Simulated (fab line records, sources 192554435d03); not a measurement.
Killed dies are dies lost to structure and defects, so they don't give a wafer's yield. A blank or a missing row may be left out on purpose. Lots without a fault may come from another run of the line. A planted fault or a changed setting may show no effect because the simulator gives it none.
Which tool did it? | flow n5_finfet | 24 lots, 72 wafers sampled, at 6 steps of a route of 1938

WHAT THE GAUGES READ, wafer by wafer
N5_BEOL_M8_THK_MEAS_01. Usual: M8_ILD_THK 155.5 nm, standard deviation 2.
lot  | measured     | on            | M8_ILD_THK (nm)   | flag
L074 | day 8 21:11  | film_metro-01 | 155.7 154.9 157.7 |
L076 | day 9 08:56  | film_metro-02 | 155.5 154.8 157.4 |
L075 | day 9 20:39  | film_metro-01 | 158.3 159.1 156.7 |
L077 | day 10 04:52 | film_metro-01 | 159.5 158.9 159.7 |
L078 | day 10 15:22 | film_metro-02 | 154.8 154.8 155.5 |
L079 | day 11 02:06 | film_metro-02 | 153.1 157.3 156.9 |
L080 | day 11 05:34 | film_metro-02 | 150.7 156.1 153.5 |
L083 | day 11 16:08 | film_metro-02 | 153.1 154.4 155.1 |
L081 | day 12 01:34 | film_metro-01 | 153.9 159.8 157.7 |
L082 | day 12 04:46 | film_metro-01 | 153.0 155.7 153.5 |
L084 | day 12 15:11 | film_metro-02 | 154.0 154.1 156.4 |
L085 | day 12 21:01 | film_metro-01 | 152.7 152.7 151.7 |
L086 | day 13 03:38 | film_metro-01 | 159.4 158.2 158.1 |
L089 | day 13 05:23 | film_metro-01 | 153.7 155.4 153.8 |
L087 | day 13 13:29 | film_metro-01 | 153.1 155.2 157.9 |
L088 | day 13 16:03 | film_metro-01 | 155.6 155.2 158.0 |
L090 | day 13 21:34 | film_metro-01 | 155.2 155.2 158.0 |
L092 | day 14 01:05 | film_metro-01 | 156.3 157.0 157.6 |
L093 | day 14 04:14 | film_metro-01 | 154.6 155.8 157.2 |
L091 | day 14 08:03 | film_metro-01 | 152.9 153.4 156.0 |
L094 | day 15 01:36 | film_metro-02 | 152.8 153.0 150.2 |
L095 | day 15 02:05 | film_metro-01 | 154.1 152.5 154.4 |
L097 | day 15 13:33 | film_metro-02 | 153.3 154.1 157.4 |
L096 | day 16 05:04 | film_metro-01 | 156.1 154.7 157.5 |

N5_BEOL_M9_CD_MEAS_11: target cd 64.1 nm. Usual: cd_nm 64.2 nm, standard deviation 0.45.
lot  | measured     | on        | cd_nm (nm)     | flag
L074 | day 9 09:39  | cd_sem-02 | 64.5 64.0 64.6 |
L076 | day 9 20:39  | cd_sem-03 | 63.7 63.4 63.1 |
L075 | day 10 06:20 | cd_sem-02 | 65.0 64.3 65.2 |
L077 | day 10 16:44 | cd_sem-01 | 65.0 64.0 64.0 |
L078 | day 11 02:44 | cd_sem-01 | 64.8 63.7 64.3 |
L079 | day 11 13:09 | cd_sem-01 | 64.4 63.7 64.0 |
L080 | day 11 21:17 | cd_sem-03 | 64.4 64.6 64.8 |
L083 | day 12 04:01 | cd_sem-02 | 64.5 64.8 64.6 |
L081 | day 12 13:17 | cd_sem-02 | 64.6 64.4 64.3 |
L082 | day 12 13:31 | cd_sem-01 | 64.1 64.5 64.2 |
L084 | day 12 22:46 | cd_sem-02 | 64.1 64.5 64.5 |
L085 | day 13 06:04 | cd_sem-03 | 64.3 64.1 64.4 |
L086 | day 13 15:52 | cd_sem-02 | 64.6 64.0 64.7 |
L089 | day 13 15:29 | cd_sem-02 | 63.3 64.0 64.1 |
L087 | day 13 22:53 | cd_sem-03 | 63.8 64.5 64.0 |
L088 | day 14 00:00 | cd_sem-02 | 64.6 64.3 64.7 |
L090 | day 14 05:28 | cd_sem-02 | 63.9 63.6 64.3 |
L092 | day 14 10:15 | cd_sem-03 | 64.6 63.6 63.7 |
L093 | day 14 11:26 | cd_sem-01 | 64.3 64.1 64.2 |
L091 | day 14 16:35 | cd_sem-03 | 64.0 63.7 63.7 |
L094 | day 15 11:07 | cd_sem-03 | 65.0 64.4 64.6 |
L095 | day 15 11:17 | cd_sem-02 | 64.5 64.2 64.5 |
L097 | day 15 23:53 | cd_sem-01 | 63.8 64.0 63.5 |
L096 | day 16 17:32 | cd_sem-03 | 64.0 64.9 64.6 |

WHICH TOOL RAN EACH LOT (tool, then ch and the chambers of the sampled wafers, then the start)
lot  | N5_BEOL_M8_CURE_74            | N5_BEOL_M8_STRIP_67                | N5_BEOL_M8_ETCH_41                            | N5_BEOL_M8_PRE_CLEAN_45
L074 | uv_cure-03 ch 0, day 8 20:46  | rie_diel-01 ch 1,3, day 8 23:32    | rie_diel-04 ch 0,1,2, day 9 05:15 or earlier  | pvd_sputter-03, day 9 05:15
L076 | uv_cure-01 ch 1, day 9 08:07  | rie_diel-04 ch 0,1,3, day 9 12:29  | rie_diel-01 ch 0,1,2, day 9 15:27 or earlier  | pvd_sputter-02, day 9 15:27
L075 | uv_cure-01 ch 0, day 9 19:39  | rie_diel-02 ch 2,3, day 9 21:56    | rie_diel-01 ch 0,3, day 10 00:04 or earlier   | pvd_sputter-03, day 10 00:04
L077 | uv_cure-02 ch 2, day 10 04:35 | rie_diel-01 ch 0,1,2, day 10 06:47 | rie_diel-01 ch 1,2, day 10 11:23 or earlier   | pvd_sputter-02, day 10 11:23
L078 | uv_cure-02 ch 1, day 10 14:22 | rie_diel-02 ch 0,1,3, day 10 17:43 | rie_diel-01 ch 0,1,2, day 10 22:57 or earlier | pvd_sputter-03, day 10 22:57
L079 | uv_cure-01 ch 0, day 11 01:40 | rie_diel-04 ch 0,1,3, day 11 03:23 | rie_diel-04 ch 0,3, day 11 08:32 or earlier   | pvd_sputter-02, day 11 08:32
L080 | uv_cure-02 ch 1, day 11 05:08 | rie_diel-02 ch 1,3, day 11 09:07   | rie_diel-02 ch 0,1,3, day 11 16:10 or earlier | pvd_sputter-02, day 11 16:10
L083 | uv_cure-03 ch 1, day 11 15:43 | rie_diel-04 ch 2,3, day 11 17:57   | rie_diel-01 ch 1,3, day 11 22:05 or earlier   | pvd_sputter-03, day 11 22:05
L081 | uv_cure-01 ch 1, day 12 01:13 | rie_diel-02 ch 1,2, day 12 04:05   | rie_diel-02 ch 1,3, day 12 08:52 or earlier   | pvd_sputter-03, day 12 08:52
L082 | uv_cure-02 ch 0, day 12 04:19 | rie_diel-04 ch 1,2,3, day 12 06:50 | rie_diel-01 ch 1,2, day 12 09:29 or earlier   | pvd_sputter-03, day 12 09:29
L084 | uv_cure-02 ch 1, day 12 14:46 | rie_diel-01 ch 0,2,3, day 12 17:03 | rie_diel-01 ch 2,3, day 12 19:16 or earlier   | pvd_sputter-03, day 12 19:16
L085 | uv_cure-02 ch 0, day 12 20:30 | rie_diel-01 ch 0,2,3, day 12 22:26 | rie_diel-02 ch 0,1,3, day 13 01:07 or earlier | pvd_sputter-03, day 13 01:07
L086 | uv_cure-02 ch 1, day 13 03:21 | rie_diel-02 ch 0,1,3, day 13 05:07 | rie_diel-01 ch 0,3, day 13 10:28 or earlier   | pvd_sputter-03, day 13 10:28
L089 | uv_cure-02 ch 2, day 13 05:02 | rie_diel-02 ch 0,3, day 13 07:08   | rie_diel-01 ch 2,3, day 13 10:07 or earlier   | pvd_sputter-02, day 13 10:07
L087 | uv_cure-02 ch 0, day 13 13:04 | rie_diel-01 ch 0,1,2, day 13 15:47 | rie_diel-02 ch 1,3, day 13 19:01 or earlier   | pvd_sputter-02, day 13 19:01
L088 | uv_cure-02 ch 0, day 13 15:37 | rie_diel-04 ch 0,1,3, day 13 17:15 | rie_diel-02 ch 0,2,3, day 13 19:17 or earlier | pvd_sputter-01, day 13 19:17
L090 | uv_cure-03 ch 1, day 13 21:08 | rie_diel-02 ch 0,2,3, day 13 23:29 | rie_diel-01 ch 0,1,2, day 14 02:16 or earlier | pvd_sputter-01, day 14 02:16
L092 | uv_cure-01 ch 0, day 14 00:39 | rie_diel-01 ch 0,2,3, day 14 03:20 | rie_diel-02 ch 1,2, day 14 05:41 or earlier   | pvd_sputter-03, day 14 05:41
L093 | uv_cure-01 ch 1, day 14 03:43 | rie_diel-04 ch 0,2,3, day 14 05:37 | rie_diel-02 ch 1,3, day 14 07:43 or earlier   | pvd_sputter-02, day 14 07:43
L091 | uv_cure-02 ch 1, day 14 07:32 | rie_diel-04 ch 2,3, day 14 10:29   | rie_diel-01 ch 0,1,3, day 14 12:31 or earlier | pvd_sputter-01, day 14 12:31
L094 | uv_cure-01 ch 0, day 15 01:05 | rie_diel-01 ch 1,2,3, day 15 02:52 | rie_diel-04 ch 0,2,3, day 15 06:38 or earlier | pvd_sputter-03, day 15 06:38
L095 | uv_cure-01 ch 2, day 15 01:39 | rie_diel-04 ch 0,2,3, day 15 04:04 | rie_diel-04 ch 0,2, day 15 06:43 or earlier   | pvd_sputter-03, day 15 06:43
L097 | uv_cure-01 ch 2, day 15 13:02 | rie_diel-01 ch 0,1,2, day 15 14:58 | rie_diel-04 ch 0,2,3, day 15 16:56 or earlier | pvd_sputter-03, day 15 16:56
L096 | uv_cure-02 ch 1, day 16 04:48 | rie_diel-04 ch 1,2,3, day 16 06:38 | rie_diel-04 ch 1,2,3, day 16 11:18 or earlier | pvd_sputter-01, day 16 11:18
- N5_BEOL_M8_CURE_74: cures SiCOH lowk, time 240 s.
- N5_BEOL_M8_STRIP_67: strips in CF4.
- N5_BEOL_M8_ETCH_41: etches SiCN in CH3F/O2, target depth 31.9 nm, time 57.8 s.
- N5_BEOL_M8_PRE_CLEAN_45: time 30 s.

WHAT THE TOOLS THEMSELVES READ (means of the sampled wafers that have a number; where no wafer has one, the mark that the record gives instead)
N5_BEOL_M8_CURE_74. Usual: lamp_power_pct 52.31 %, standard deviation 0.067; wafer_temp_C_max 386.9, standard deviation 0.72.
lot  | tool       | lamp_power_pct (%) | wafer_temp_C_max | flag
L074 | uv_cure-03 | 52.34              | 386.4            |
L076 | uv_cure-01 | 52.40              | 387.4            |
L075 | uv_cure-01 | 52.33              | 386.0            |
L077 | uv_cure-02 | 52.39              | 386.4            |
L078 | uv_cure-02 | 52.29              | 387.4            |
L079 | uv_cure-01 | 52.30              | 386.7            |
L080 | uv_cure-02 | 52.26              | 387.7            |
L083 | uv_cure-03 | 52.36              | 387.6            |
L081 | uv_cure-01 | 52.34              | 388.3            |
L082 | uv_cure-02 | 52.31              | 386.6            |
L084 | uv_cure-02 | 52.24              | 388.1            |
L085 | uv_cure-02 | 52.31              | 386.3            |
L086 | uv_cure-02 | 52.34              | 387.5            |
L089 | uv_cure-02 | 52.34              | 386.3            |
L087 | uv_cure-02 | 52.39              | 386.8            |
L088 | uv_cure-02 | 52.34              | 386.1            |
L090 | uv_cure-03 | 52.35              | 387.6            |
L092 | uv_cure-01 | 52.28              | 386.3            |
L093 | uv_cure-01 | 52.34              | 387.9            |
L091 | uv_cure-02 | 52.29              | 387.5            |
L094 | uv_cure-01 | 52.24              | 386.8            |
L095 | uv_cure-01 | 52.35              | 386.4            |
L097 | uv_cure-01 | 52.37              | 386.3            |
L096 | uv_cure-02 | 52.26              | 386.9            |

N5_BEOL_M8_STRIP_67. Usual: drypump_motor_current_A 5.5 A, standard deviation 0.36; oes_product_au 0.81 a.u., standard deviation 0.073; rf_vpp_V 271.4 V, standard deviation 1.4; showerhead_plenum_p_Torr 1.81 Torr, standard deviation 0.044; throttle_valve_pct 13.56 %, standard deviation 0.19.
lot  | tool        | drypump_motor_current_A (A) | oes_product_au (a.u.) | rf_vpp_V (V) | showerhead_plenum_p_Torr (Torr) | throttle_valve_pct (%) | flag
L074 | rie_diel-01 | 5.8                         | 0.81                  | 271.0        | 1.78                            | 13.48                  |
L076 | rie_diel-04 | 5.6                         | 0.80                  | 271.6        | 1.78                            | 13.61                  |
L075 | rie_diel-02 | 5.2                         | 0.73                  | 272.7        | 1.83                            | 13.61                  |
L077 | rie_diel-01 | 5.7                         | 0.79                  | 272.5        | 1.87                            | 13.46                  |
L078 | rie_diel-02 | 5.2                         | 0.74                  | 271.6        | 1.83                            | 13.83                  |
L079 | rie_diel-04 | 5.6                         | 0.80                  | 272.0        | 1.78                            | 13.64                  |
L080 | rie_diel-02 | 4.8                         | 0.77                  | 271.9        | 1.82                            | 13.72                  |
L083 | rie_diel-04 | 5.5                         | 0.82                  | 271.3        | 1.81                            | 13.56                  |
L081 | rie_diel-02 | 4.9                         | 0.77                  | 270.2        | 1.78                            | 13.72                  |
L082 | rie_diel-04 | 5.5                         | 0.82                  | 272.0        | 1.79                            | 13.55                  |
L084 | rie_diel-01 | 5.7                         | 0.84                  | 272.0        | 1.83                            | 13.39                  |
L085 | rie_diel-01 | 5.7                         | 0.83                  | 270.9        | 1.83                            | 13.42                  |
L086 | rie_diel-02 | 5.1                         | 0.81                  | 271.9        | 1.82                            | 13.67                  |
L089 | rie_diel-02 | 5.3                         | 0.79                  | 272.5        | 1.84                            | 13.64                  |
L087 | rie_diel-01 | 5.8                         | 0.88                  | 272.2        | 1.86                            | 13.32                  |
L088 | rie_diel-04 | 5.6                         | 0.87                  | 270.5        | 1.78                            | 13.49                  |
L090 | rie_diel-02 | 5.4                         | 0.78                  | 271.6        | 1.81                            | 13.64                  |
L092 | rie_diel-01 | 5.7                         | 0.82                  | 270.8        | 1.83                            | 13.42                  |
L093 | rie_diel-04 | 5.6                         | 0.85                  | 272.2        | 1.79                            | 13.53                  |
L091 | rie_diel-04 | 5.5                         | 0.80                  | 271.3        | 1.80                            | 13.62                  |
L094 | rie_diel-01 | 5.9                         | 0.85                  | 272.0        | 1.81                            | 13.36                  |
L095 | rie_diel-04 | 5.6                         | 0.83                  | 270.7        | 1.79                            | 13.57                  |
L097 | rie_diel-01 | 5.7                         | 0.85                  | 272.6        | 1.86                            | 13.36                  |
L096 | rie_diel-04 | 5.5                         | 0.80                  | 270.7        | 1.78                            | 13.63                  |

N5_BEOL_M8_ETCH_41. Usual: drypump_motor_current_A 5.5 A, standard deviation 0.38; oes_product_au 0.80 a.u., standard deviation 0.079; rf_fwd_power_W 391.0 W, standard deviation 1.5; rf_vpp_V 297.8 V, standard deviation 1.4; showerhead_plenum_p_Torr 2.02 Torr, standard deviation 0.061; throttle_valve_pct 16.29 %, standard deviation 0.17.
lot  | tool        | drypump_motor_current_A (A) | oes_product_au (a.u.) | rf_fwd_power_W (W) | rf_vpp_V (V) | showerhead_plenum_p_Torr (Torr) | throttle_valve_pct (%) | flag
L074 | rie_diel-04 | 5.5                         | 0.81                  | 392.1              | 297.3        | 1.98                            | 16.33                  |
L076 | rie_diel-01 | 5.7                         | 0.80                  | 390.8              | 298.7        | 2.09                            | 16.20                  |
L075 | rie_diel-01 | 5.6                         | 0.86                  | 391.1              | 297.2        | 2.00                            | 16.12                  |
L077 | rie_diel-01 | 6.0                         | 0.73                  | 389.0              | 298.0        | 2.08                            | 16.33                  |
L078 | rie_diel-01 | 5.7                         | 0.79                  | 389.9              | 298.5        | 2.09                            | 16.22                  |
L079 | rie_diel-04 | 5.7                         | 0.74                  | 392.6              | 296.2        | 1.99                            | 16.47                  |
L080 | rie_diel-02 | 5.1                         | 0.72                  | 391.6              | 298.1        | 2.04                            | 16.58                  |
L083 | rie_diel-01 | 5.8                         | 0.78                  | 390.3              | 297.8        | 1.98                            | 16.27                  |
L081 | rie_diel-02 | 4.9                         | 0.74                  | 391.2              | 298.3        | 2.05                            | 16.44                  |
L082 | rie_diel-01 | 5.9                         | 0.72                  | 388.3              | 298.8        | 2.07                            | 16.35                  |
L084 | rie_diel-01 | 5.8                         | 0.84                  | 391.0              | 297.5        | 2.00                            | 16.15                  |
L085 | rie_diel-02 | 5.2                         | 0.83                  | 392.2              | 297.1        | 2.04                            | 16.43                  |
L086 | rie_diel-01 | 5.5                         | 0.82                  | 390.6              | 297.4        | 1.99                            | 16.16                  |
L089 | rie_diel-01 | 5.9                         | 0.82                  | 390.5              | 298.6        | 2.05                            | 16.15                  |
L087 | rie_diel-02 | 5.0                         | 0.72                  | 390.1              | 298.1        | 2.04                            | 16.47                  |
L088 | rie_diel-02 | 5.4                         | 0.78                  | 391.2              | 298.1        | 2.03                            | 16.36                  |
L090 | rie_diel-01 | 5.8                         | 0.87                  | 390.3              | 299.0        | 2.08                            | 16.09                  |
L092 | rie_diel-02 | 5.0                         | 0.75                  | 392.0              | 297.1        | 1.99                            | 16.53                  |
L093 | rie_diel-02 | 5.0                         | 0.72                  | 391.2              | 298.4        | 2.04                            | 16.48                  |
L091 | rie_diel-01 | 5.6                         | 0.86                  | 389.0              | 298.8        | 2.03                            | 16.12                  |
L094 | rie_diel-04 | 5.6                         | 0.83                  | 392.3              | 297.7        | 1.99                            | 16.30                  |
L095 | rie_diel-04 | 5.6                         | 0.87                  | 391.4              | 296.7        | 1.98                            | 16.21                  |
L097 | rie_diel-04 | 5.6                         | 0.83                  | 391.5              | 297.8        | 1.99                            | 16.30                  |
L096 | rie_diel-04 | 5.5                         | 0.80                  | 391.5              | 296.7        | 1.98                            | 16.37                  |

N5_BEOL_M8_PRE_CLEAN_45. Usual: heater_power_w 327 W, standard deviation 32.
lot  | tool           | heater_power_w (W) | flag
L074 | pvd_sputter-03 | 325                |
L076 | pvd_sputter-02 | 307                |
L075 | pvd_sputter-03 | 330                |
L077 | pvd_sputter-02 | 305                |
L078 | pvd_sputter-03 | 323                |
L079 | pvd_sputter-02 | 343                |
L080 | pvd_sputter-02 | 309                |
L083 | pvd_sputter-03 | 348                |
L081 | pvd_sputter-03 | 317                |
L082 | pvd_sputter-03 | 326                |
L084 | pvd_sputter-03 | 341                |
L085 | pvd_sputter-03 | 342                |
L086 | pvd_sputter-03 | 333                |
L089 | pvd_sputter-02 | 351                |
L087 | pvd_sputter-02 | 339                |
L088 | pvd_sputter-01 | 334                |
L090 | pvd_sputter-01 | 312                |
L092 | pvd_sputter-03 | 326                |
L093 | pvd_sputter-02 | 312                |
L091 | pvd_sputter-01 | 335                |
L094 | pvd_sputter-03 | 333                |
L095 | pvd_sputter-03 | 342                |
L097 | pvd_sputter-03 | 316                |
L096 | pvd_sputter-01 | 344                |

THE ANSWER, worked out from the rows above alone
Rule: a lot is off if the mean of its wafers that have a number lies more than 3 standard deviations from the usual mean. A lot without any number at a reading at which 4 lots or more have one is off too. The other lots that the step has rows for count as sound. The gauges are gone through in route order, then the tools' own readings, and for those a lot's mean is taken as printed above. The first step at which some lot is off is used, and at that step the reading that is off furthest; a lot without a number counts as furthest.
No lot is off at any reading shown: from this, nothing can be told.

WHAT THE SIMULATOR HAD PUT IN
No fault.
